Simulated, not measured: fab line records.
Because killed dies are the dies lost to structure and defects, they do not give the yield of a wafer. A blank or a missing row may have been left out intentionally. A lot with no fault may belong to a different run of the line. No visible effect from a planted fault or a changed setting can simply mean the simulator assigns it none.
The tool behind it: which one?    flow n5_finfet    Sampling: 24 lots, 72 wafers, 6 of 1938 route steps

WHAT EACH GAUGE READ, for each wafer
N5_BEOL_M13_RS_MEAS_54: measures by four-point-probe. Usual: M13_RS typically reads 0.0450 ohm/sq, with standard deviation 0.00074.
lot   measured      on             M13_RS (ohm/sq)       flag
L074  day 11 00:01  film_metro-01  0.0456 0.0436 0.0450  
L075  day 11 02:25  film_metro-01  0.0447 0.0460 0.0442  
L076  day 11 10:29  film_metro-02  0.0447 0.0453 0.0456  
L077  day 11 13:30  film_metro-01  0.0456 0.0450 0.0460  
L078  day 12 04:14  film_metro-01  0.0452 0.0453 0.0447  
L079  day 12 04:30  film_metro-01  0.0449 0.0447 0.0440  
L081  day 12 06:24  film_metro-01  0.0456 0.0461 0.0449  
L080  day 12 15:39  film_metro-02  0.0456 0.0452 0.0455  
L083  day 12 16:13  film_metro-02  0.0449 0.0447 0.0460  
L082  day 12 16:54  film_metro-02  0.0448 0.0450 0.0450  
L084  day 13 07:55  film_metro-01  0.0447 0.0441 0.0442  
L086  day 13 21:43  film_metro-02  0.0449 0.0440 0.0434  
L087  day 14 03:58  film_metro-02  0.0443 0.0451 0.0440  
L085  day 14 04:16  film_metro-02  0.0440 0.0438 0.0450  
L088  day 14 04:33  film_metro-01  0.0456 0.0445 0.0446  
L089  day 14 13:08  film_metro-02  0.0443 0.0455 0.0454  
L091  day 15 01:29  film_metro-02  0.0451 0.0446 0.0440  
L090  day 15 02:02  film_metro-02  0.0453 0.0464 0.0464  
L092  day 15 12:35  film_metro-02  0.0452 0.0461 0.0459  
L093  day 16 04:43  film_metro-02  0.0459 0.0437 0.0450  
L094  day 16 09:49  film_metro-02  0.0460 0.0459 0.0462  
L096  day 16 15:32  film_metro-01  0.0452 0.0459 0.0452  
L097  day 16 15:50  film_metro-01  0.0445 0.0452 0.0435  
L095  day 16 19:53  film_metro-02  0.0451 0.0463 0.0450  

N5_MIM_TOP_LITHO_CD_MEAS_08 targets a cd of 2000 nm. Usual: cd_nm at 2000.8 nm, with a standard deviation of 1.9.
lot   measured      on         cd_nm (nm)            flag
L074  day 11 18:23  cd_sem-02  2001.0 1998.4 2003.2  
L075  day 11 19:29  cd_sem-01  1998.2 1996.0 2002.4  
L076  day 12 04:44  cd_sem-03  1999.3 2001.1 2004.9  
L077  day 12 06:37  cd_sem-01  2001.7 2001.1 2000.9  
L078  day 12 21:43  cd_sem-01  1999.7 2000.1 2001.2  
L079  day 12 21:59  cd_sem-03  2002.0 2001.9 2003.4  
L081  day 12 23:05  cd_sem-01  1998.6 2000.8 2000.0  
L080  day 13 03:47  cd_sem-03  2001.8 2000.5 2002.0  
L083  day 13 07:05  cd_sem-03  2003.0 2000.8 2001.4  
L082  day 13 09:55  cd_sem-03  1999.0 2001.4 2001.6  
L084  day 14 00:49  cd_sem-01  1996.9 2001.0 2001.3  
L086  day 14 15:08  cd_sem-01  1998.6 2000.5 2001.0  
L087  day 14 22:01  cd_sem-01  2000.3 2003.0 2002.3  
L085  day 14 22:11  cd_sem-03  2000.9 1998.6 1998.5  
L088  day 15 00:25  cd_sem-03  2001.8 2000.7 1998.2  
L089  day 15 06:43  cd_sem-01  1997.8 1998.4 1998.5  
L091  day 16 06:18  cd_sem-01  1999.8 2001.5 2002.8  
L090  day 16 04:05  cd_sem-03  2002.8 2002.5 2002.0  
L092  day 16 13:44  cd_sem-01  1996.8 1996.7 1998.9  
L093  day 16 19:12  cd_sem-03  2001.6 1999.6 1997.8  
L094  day 17 00:33  cd_sem-01  1996.4 1999.4 1998.5  
L096  day 17 04:34  cd_sem-03  1998.8 2003.7 2001.6  
L097  day 17 10:26  cd_sem-01  2002.6 2001.3 2002.6  
L095  day 17 11:29  cd_sem-02  2000.8 2002.1 2000.4  

WHAT TOOL EACH LOT RAN ON (gives the tool, then ch and the chambers of the sampled wafers, and finally the start)
lot   N5_BEOL_M14_SPUTTER_45        N5_BEOL_M14_CMP_49             N5_BEOL_M15_VIA_ETCH_16             N5_BEOL_M15_STRIP_64
L074  pvd_sputter-02, day 11 04:46  cmp-04 ch 1,2, day 11 05:24    rie_diel-02 ch 1,3, day 11 06:49    rie_diel-02 ch 1,3, day 11 18:23 or earlier
L075  pvd_sputter-01, day 11 05:43  cmp-04 ch 0,2,3, day 11 06:35  rie_diel-03 ch 0,2,3, day 11 07:56  rie_diel-03 ch 0,2,3, day 11 19:29 or earlier
L076  pvd_sputter-02, day 11 18:58  cmp-01 ch 0,1,3, day 11 19:37  rie_diel-01 ch 0,1,3, day 11 20:55  rie_diel-01 ch 0,1,3, day 12 04:44 or earlier
L077  pvd_sputter-01, day 11 19:51  cmp-01 ch 0,1,3, day 11 20:32  rie_diel-03 ch 1,2,3, day 11 21:47  rie_diel-03 ch 1,2,3, day 12 06:37 or earlier
L078  pvd_sputter-02, day 12 11:39  cmp-02 ch 1,2,3, day 12 12:16  rie_diel-03 ch 0,2,3, day 12 13:38  rie_diel-03 ch 0,2,3, day 12 21:43 or earlier
L079  pvd_sputter-03, day 12 12:05  cmp-01 ch 0,2, day 12 12:41    rie_diel-02 ch 1,3, day 12 14:06    rie_diel-02 ch 1,3, day 12 21:59 or earlier
L081  pvd_sputter-02, day 12 12:31  cmp-01 ch 0,2,3, day 12 13:09  rie_diel-02 ch 1,3, day 12 14:33    rie_diel-02 ch 1,3, day 12 23:05 or earlier
L080  pvd_sputter-01, day 12 19:05  cmp-04 ch 1,2,3, day 12 19:42  rie_diel-02 ch 1,2,3, day 12 21:04  rie_diel-02 ch 1,2,3, day 13 03:47 or earlier
L083  pvd_sputter-02, day 12 19:34  cmp-02 ch 0,1, day 12 20:32    rie_diel-02 ch 1,2, day 12 21:43    rie_diel-02 ch 1,2, day 13 07:05 or earlier
L082  pvd_sputter-01, day 12 20:07  cmp-01 ch 0,2, day 12 20:58    rie_diel-01 ch 0,1,3, day 12 22:25  rie_diel-01 ch 0,1,3, day 13 09:55 or earlier
L084  pvd_sputter-01, day 13 11:46  cmp-01 ch 0,1,2, day 13 12:49  rie_diel-01 ch 1,3, day 13 14:04    rie_diel-01 ch 1,3, day 14 00:49 or earlier
L086  pvd_sputter-02, day 14 02:27  cmp-01 ch 0,1,3, day 14 03:03  rie_diel-02 ch 1,2,3, day 14 04:30  rie_diel-02 ch 1,2,3, day 14 15:08 or earlier
L087  pvd_sputter-03, day 14 10:08  cmp-04 ch 0,2,3, day 14 10:49  rie_diel-03 ch 1,3, day 14 11:59    rie_diel-03 ch 1,3, day 14 22:01 or earlier
L085  pvd_sputter-03, day 14 10:34  cmp-01 ch 2,3, day 14 11:10    rie_diel-02 ch 0,1,3, day 14 12:31  rie_diel-02 ch 0,1,3, day 14 22:11 or earlier
L088  pvd_sputter-02, day 14 11:54  cmp-02 ch 1,2,3, day 14 12:58  rie_diel-03 ch 2,3, day 14 14:11    rie_diel-03 ch 2,3, day 15 00:25 or earlier
L089  pvd_sputter-03, day 14 19:09  cmp-04 ch 0,1,3, day 14 20:11  rie_diel-03 ch 1,3, day 14 21:22    rie_diel-03 ch 1,3, day 15 06:43 or earlier
L091  pvd_sputter-03, day 15 08:45  cmp-04 ch 1,2,3, day 15 12:18  rie_diel-02 ch 1, day 15 13:59      rie_diel-02 ch 1, day 16 06:18 or earlier
L090  pvd_sputter-03, day 15 08:26  cmp-01 ch 1,3, day 15 12:02    rie_diel-01 ch 0,3, day 15 13:15    rie_diel-01 ch 0,3, day 16 04:05 or earlier
L092  pvd_sputter-01, day 15 18:15  cmp-01 ch 0,1,2, day 15 20:16  rie_diel-02 ch 1,3, day 15 21:24    rie_diel-02 ch 1,3, day 16 13:44 or earlier
L093  pvd_sputter-01, day 16 07:55  cmp-04 ch 0,1, day 16 08:56    rie_diel-01 ch 0,1,2, day 16 10:25  rie_diel-01 ch 0,1,2, day 16 19:12 or earlier
L094  pvd_sputter-02, day 16 13:59  cmp-02 ch 1,2,3, day 16 14:51  rie_diel-01 ch 0,2,3, day 16 16:08  rie_diel-01 ch 0,2,3, day 17 00:33 or earlier
L096  pvd_sputter-03, day 16 19:10  cmp-04 ch 0,1,2, day 16 19:51  rie_diel-01 ch 0,1, day 16 21:13    rie_diel-01 ch 0,1, day 17 04:34 or earlier
L097  pvd_sputter-02, day 16 19:30  cmp-04 ch 1,2, day 16 20:53    rie_diel-02 ch 0,1,3, day 16 22:25  rie_diel-02 ch 0,1,3, day 17 10:26 or earlier
L095  pvd_sputter-02, day 16 23:43  cmp-04 ch 1,3, day 17 00:20    rie_diel-01 ch 1,2, day 17 01:32    rie_diel-01 ch 1,2, day 17 11:29 or earlier
- N5_BEOL_M14_SPUTTER_45: material Cu, target thk 100 nm, time 16.67 s.
- N5_BEOL_M14_CMP_49: polishes, stops on SiO2, t overpolish 5.2 s, target thk 560 nm.
- N5_BEOL_M15_VIA_ETCH_16: etches SiO2 in C4F8/O2/Ar, target depth 1792.2 nm.
- N5_BEOL_M15_STRIP_64: strips in O2.

AS READ BY THE TOOLS THEMSELVES (means over the sampled wafers that have a number; for cases with no such wafer, the mark the record gives instead)
N5_BEOL_M14_SPUTTER_45. Usual: susceptor_temp_C -20.00 C, standard deviation 0.1; throttle_valve_pct 29.8 %, standard deviation 0.95.
lot   tool            susceptor_temp_C (C)  throttle_valve_pct (%)  flag
L074  pvd_sputter-02  -19.99                30.3                    
L075  pvd_sputter-01  -20.02                29.3                    
L076  pvd_sputter-02  -20.00                30.3                    
L077  pvd_sputter-01  -19.98                29.2                    
L078  pvd_sputter-02  -20.04                30.2                    
L079  pvd_sputter-03  -20.00                30.0                    
L081  pvd_sputter-02  -20.22                29.6                    
L080  pvd_sputter-01  -19.96                29.7                    
L083  pvd_sputter-02  -20.05                29.8                    
L082  pvd_sputter-01  -20.05                29.4                    
L084  pvd_sputter-01  -20.06                29.2                    
L086  pvd_sputter-02  -19.95                30.3                    
L087  pvd_sputter-03  -19.99                29.0                    
L085  pvd_sputter-03  -19.93                29.8                    
L088  pvd_sputter-02  -20.00                30.1                    
L089  pvd_sputter-03  -19.91                30.7                    
L091  pvd_sputter-03  -19.98                29.0                    
L090  pvd_sputter-03  -20.03                29.9                    
L092  pvd_sputter-01  -19.99                29.1                    
L093  pvd_sputter-01  -19.95                29.1                    
L094  pvd_sputter-02  -19.96                30.6                    
L096  pvd_sputter-03  -19.94                30.0                    
L097  pvd_sputter-02  -20.03                30.9                    
L095  pvd_sputter-02  -20.01                30.2                    

N5_BEOL_M14_CMP_49. Usual: barrier_field_endpoint_s 11.39 s, standard deviation 0.26; motor_current_A 8.4 A, standard deviation 1.1; overpolish_run_s 5.201 s, standard deviation 0.0098; time_to_endpoint_s 122 s, standard deviation 4.2.
lot   tool    barrier_field_endpoint_s (s)  motor_current_A (A)  overpolish_run_s (s)  time_to_endpoint_s (s)  flag
L074  cmp-04  11.37                         9.8                  5.190                 122                     
L075  cmp-04  11.60                         8.5                  5.201                 128                     
L076  cmp-01  11.48                         7.5                  5.198                 122                     
L077  cmp-01  11.40                         7.6                  5.192                 124                     
L078  cmp-02  11.29                         8.5                  5.200                 118                     
L079  cmp-01  11.21                         7.6                  5.206                 122                     
L081  cmp-01  11.49                         8.3                  5.203                 121                     
L080  cmp-04  11.77                         9.1                  5.206                 127                     
L083  cmp-02  11.03                         8.9                  5.188                 118                     
L082  cmp-01  11.33                         7.7                  5.205                 121                     
L084  cmp-01  11.42                         7.5                  5.209                 123                     
L086  cmp-01  11.51                         7.5                  5.200                 123                     
L087  cmp-04  11.50                         8.5                  5.196                 125                     
L085  cmp-01  11.24                         8.3                  5.201                 118                     
L088  cmp-02  11.36                         8.6                  5.197                 121                     
L089  cmp-04  11.32                         8.4                  5.199                 123                     
L091  cmp-04  11.55                         9.1                  5.202                 127                     
L090  cmp-01  11.09                         8.1                  5.206                 119                     
L092  cmp-01  11.41                         7.5                  5.194                 121                     
L093  cmp-04  11.36                         8.7                  5.202                 123                     
L094  cmp-02  11.12                         8.4                  5.193                 120                     
L096  cmp-04  11.66                         9.1                  5.195                 126                     
L097  cmp-04  11.92                         10.0                 5.202                 129                     
L095  cmp-04  11.23                         9.1                  5.204                 123                     

N5_BEOL_M15_VIA_ETCH_16. Usual: drypump_motor_current_A 5.9 A, standard deviation 0.45; oes_f_703_au 0.77 a.u., standard deviation 0.083; oes_product_au 0.69 a.u., standard deviation 0.075; rf_vpp_V 2215 V, standard deviation 48; showerhead_plenum_p_Torr 3.49 Torr, standard deviation 0.092; throttle_valve_pct 30.81 %, standard deviation 0.23.
lot   tool         drypump_motor_current_A (A)  oes_f_703_au (a.u.)  oes_product_au (a.u.)  rf_vpp_V (V)  showerhead_plenum_p_Torr (Torr)  throttle_valve_pct (%)  flag
L074  rie_diel-02  5.7                          0.87                 0.77                   2185          3.58                             30.65                   
L075  rie_diel-03  5.8                          0.75                 0.70                   2222          3.46                             30.99                   
L076  rie_diel-01  6.0                          0.80                 0.73                   2240          3.50                             30.79                   
L077  rie_diel-03  5.7                          0.74                 0.68                   2227          3.50                             30.95                   
L078  rie_diel-03  5.8                          0.75                 0.68                   2221          3.46                             30.99                   
L079  rie_diel-02  5.7                          0.85                 0.76                   2185          3.57                             30.66                   
L081  rie_diel-02  5.7                          0.80                 0.70                   2201          3.49                             30.59                   
L080  rie_diel-02  5.9                          0.78                 0.69                   2176          3.48                             30.77                   
L083  rie_diel-02  6.3                          0.71                 0.64                   2168          3.40                             30.89                   
L082  rie_diel-01  6.0                          0.80                 0.72                   2241          3.50                             30.80                   
L084  rie_diel-01  6.1                          0.78                 0.71                   2258          3.54                             30.76                   
L086  rie_diel-02  6.0                          0.77                 0.68                   2175          3.47                             30.78                   
L087  rie_diel-03  6.0                          0.68                 0.63                   2253          3.53                             31.00                   
L085  rie_diel-02  5.5                          0.85                 0.76                   2190          3.52                             30.65                   
L088  rie_diel-03  5.2                          0.75                 0.70                   2226          3.42                             30.85                   
L089  rie_diel-03  6.0                          0.68                 0.62                   2252          3.53                             30.99                   
L091  rie_diel-02  5.8                          0.72                 0.64                   2218          3.39                             30.55                   
L090  rie_diel-01  6.1                          0.75                 0.66                   2222          3.41                             30.80                   
L092  rie_diel-02  5.6                          0.82                 0.72                   2183          3.55                             30.66                   
L093  rie_diel-01  5.8                          0.76                 0.69                   2273          3.53                             30.74                   
L094  rie_diel-01  5.9                          0.74                 0.66                   2255          3.46                             30.73                   
L096  rie_diel-01  5.8                          0.81                 0.73                   2238          3.51                             30.91                   
L097  rie_diel-02  5.5                          0.83                 0.73                   2188          3.51                             30.64                   
L095  rie_diel-01  5.8                          0.71                 0.65                   2304          3.55                             30.59                   

N5_BEOL_M15_STRIP_64. Usual: for drypump_motor_current_A, 5.9 A with a standard deviation of 0.44; for o2_flow_sccm, 225.1 sccm with a standard deviation of 0.64; for oes_product_au, 0.77 a.u. with a standard deviation of 0.081; for rf_vpp_V, 3.7 V with a standard deviation of 0.46; for showerhead_plenum_p_Torr, 2.13 Torr with a standard deviation of 0.062; for temp_c, 60.01 C with a standard deviation of 0.12; for throttle_valve_pct, 16.63 % with a standard deviation of 0.18.
lot   tool         drypump_motor_current_A (A)  o2_flow_sccm (sccm)  oes_product_au (a.u.)  rf_vpp_V (V)  showerhead_plenum_p_Torr (Torr)  temp_c (C)  throttle_valve_pct (%)  flag
L074  rie_diel-02  5.6                          224.8                0.86                   3.5           2.19                             60.00       16.42                   
L075  rie_diel-03  5.8                          224.9                0.77                   3.6           2.10                             59.94       16.67                   
L076  rie_diel-01  6.0                          225.3                0.81                   4.0           2.15                             60.00       16.66                   
L077  rie_diel-03  5.6                          224.9                0.76                   4.1           2.12                             60.07       16.68                   
L078  rie_diel-03  5.9                          224.8                0.77                   4.0           2.10                             60.02       16.70                   
L079  rie_diel-02  5.7                          224.7                0.83                   3.4           2.19                             60.00       16.44                   
L081  rie_diel-02  5.7                          224.5                0.78                   3.8           2.14                             59.92       16.51                   
L080  rie_diel-02  6.0                          225.0                0.77                   3.7           2.13                             60.01       16.61                   
L083  rie_diel-02  6.2                          224.5                0.70                   3.7           2.07                             59.97       16.77                   
L082  rie_diel-01  6.0                          225.4                0.80                   3.5           2.14                             59.91       16.66                   
L084  rie_diel-01  6.0                          225.3                0.79                   3.7           2.18                             59.99       16.72                   
L086  rie_diel-02  5.9                          224.8                0.75                   3.4           2.12                             59.90       16.62                   
L087  rie_diel-03  6.0                          224.9                0.70                   3.5           2.16                             59.99       16.92                   
L085  rie_diel-02  5.5                          224.8                0.84                   3.7           2.16                             60.08       16.46                   
L088  rie_diel-03  5.2                          225.9                0.78                   3.9           2.08                             60.09       16.60                   
L089  rie_diel-03  6.0                          225.1                0.69                   3.4           2.16                             60.01       16.91                   
L091  rie_diel-02  5.7                          224.0                0.70                   3.8           2.09                             60.07       16.62                   
L090  rie_diel-01  6.1                          224.5                0.74                   3.3           2.09                             60.08       16.77                   
L092  rie_diel-02  5.6                          225.1                0.80                   3.3           2.18                             60.13       16.49                   
L093  rie_diel-01  5.8                          224.9                0.77                   3.8           2.15                             60.08       16.61                   
L094  rie_diel-01  5.9                          225.5                0.73                   3.8           2.11                             59.97       16.67                   
L096  rie_diel-01  5.8                          224.9                0.81                   3.2           2.13                             59.96       16.65                   
L097  rie_diel-02  5.5                          225.8                0.81                   3.8           2.15                             60.04       16.50                   
L095  rie_diel-01  5.8                          225.6                0.72                   3.7           2.17                             59.99       16.58                   

THE ANSWER, worked out from the rows above alone
Rule: take the mean of a lot's wafers that have a number; if it is more than 3 standard deviations from the usual mean, the lot is off. Also off: a lot with no number at a reading for which 4 or more lots have one. Any other lot the step has rows for is counted as sound. The gauges are gone through in route order, then the tools' own readings, and for those a lot's mean is taken as printed above. The first step at which some lot is off is used, and at that step the reading that is off furthest; a lot without a number counts as furthest.
Nothing can be told from this: no lot is off at any reading shown.

WHAT WAS PUT IN BY THE SIMULATOR
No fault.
